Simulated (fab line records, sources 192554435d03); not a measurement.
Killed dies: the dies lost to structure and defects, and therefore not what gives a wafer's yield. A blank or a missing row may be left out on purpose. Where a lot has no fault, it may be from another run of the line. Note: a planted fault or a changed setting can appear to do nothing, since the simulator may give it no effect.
Split-lot trial	flow n5Finfet	21 wafers read from 7 lots, route of 1938 steps

## THE SPLIT ITSELF
At N5_BEOL_M6_ETCH_66 (etches SOC in N2/H2, target depth 80 nm, overetch 16 nm, time 120 s), the setting biasW was moved away from the recipe's 150 W on 5 of the 21 wafers read, by -8.5% to +13.3%. This setting was run at the recipe's value on the other wafers.

The split's own step is where the reading is taken.

## THE READING
rfVppV, in V, at N5_BEOL_M6_ETCH_66 (etches SOC in N2/H2, target depth 80 nm, overetch 16 nm, time 120 s). Fault-free wafers of this fab line usually give 525.1 V, standard deviation 2.8 V.

wafer	tool, chamber at the split	biasW as run, W	against the recipe	rfVppV, V	against lot-mates on the recipe
L076.1	rieDiel-05, 2	150	recipe	522.3	-
L076.3	rieDiel-05, 1	150	recipe	521.2	-
L076.4	rieDiel-05, 0	150	recipe	524.2	-
L079.2	rieDiel-03, 3	150	recipe	525.4	-
L079.4	rieDiel-03, 1	150	recipe	526.8	-
L079.6	rieDiel-03, 2	150	recipe	527.3	-
L080.4	rieDiel-03, 0	150	recipe	519.4	-
L080.5	rieDiel-03, 0	150	recipe	520.0	-
L080.6	rieDiel-03, 3	150	recipe	526.8	-
L081.1	rieDiel-01, 2	159.4	+6.3%	548.0	+22.9
L081.3	rieDiel-01, 0	150	recipe	525.1	-
L081.6	rieDiel-01, 1	159.4	+6.3%	547.5	+22.4
L089.1	rieDiel-03, 0	150	recipe	520.2	-
L089.4	rieDiel-03, 1	150	recipe	528.2	-
L089.5	rieDiel-03, 2	137.3	-8.5%	499.7	-24.5
L093.1	rieDiel-03, 2	150	recipe	527.9	-
L093.2	rieDiel-03, 1	150	recipe	528.7	-
L093.5	rieDiel-03, 3	150	recipe	527.5	-
L094.1	rieDiel-01, 2	150	recipe	529.5	-
L094.2	rieDiel-01, 3	170	+13.3%	565.8	+36.3
L094.4	rieDiel-01, 1	170	+13.3%	570.0	+40.5

THE FIT
A straight line over all 21 wafers: rfVppV changes by +3.23 V for each +1% of biasW; r = +0.98; the points scatter about the line by 3.2 V.
The same after taking each lot's own level away (the mean of its wafers on the recipe; 21 wafers): +2.98 V for each +1%; r = +0.99; scatter 2.5 V.
On that fit, the largest move of biasW shifts the reading by 40 V.
Measured against the standard deviation above, the lots' own levels, which go from 522.07 to 529.50 V, span 2.7 times it.
Consequently the slope shifts little with the lot-to-lot level, the two slopes agreeing.
Check: +42 V against its lot-mates is what the line predicts for one of the wafers moved furthest among these (+13.3%) when that wafer is left out of the fit. Against them it came out at +36.3 V.
Tool readings at the split's step, against how far the setting was moved: rfVppV r = +0.98.

## OTHER SPLITS APPLIED TO THESE WAFERS
Before the reading, these wafers also passed through other splits. Each is held against what the fit with the lots' levels taken away leaves over:
other split on the same wafers	wafers away from the commonest value	r with rfVppV (lot level and that fit taken away)
N5_BEOL_M5_COAT_22 spinRpm	7	+0.06
N5_BEOL_M5_ETCH_41 sourceW	8	-0.40

## FILE'S OWN FIT
rfVppV changes by +2.98 V for each +1% of biasW, r = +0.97.
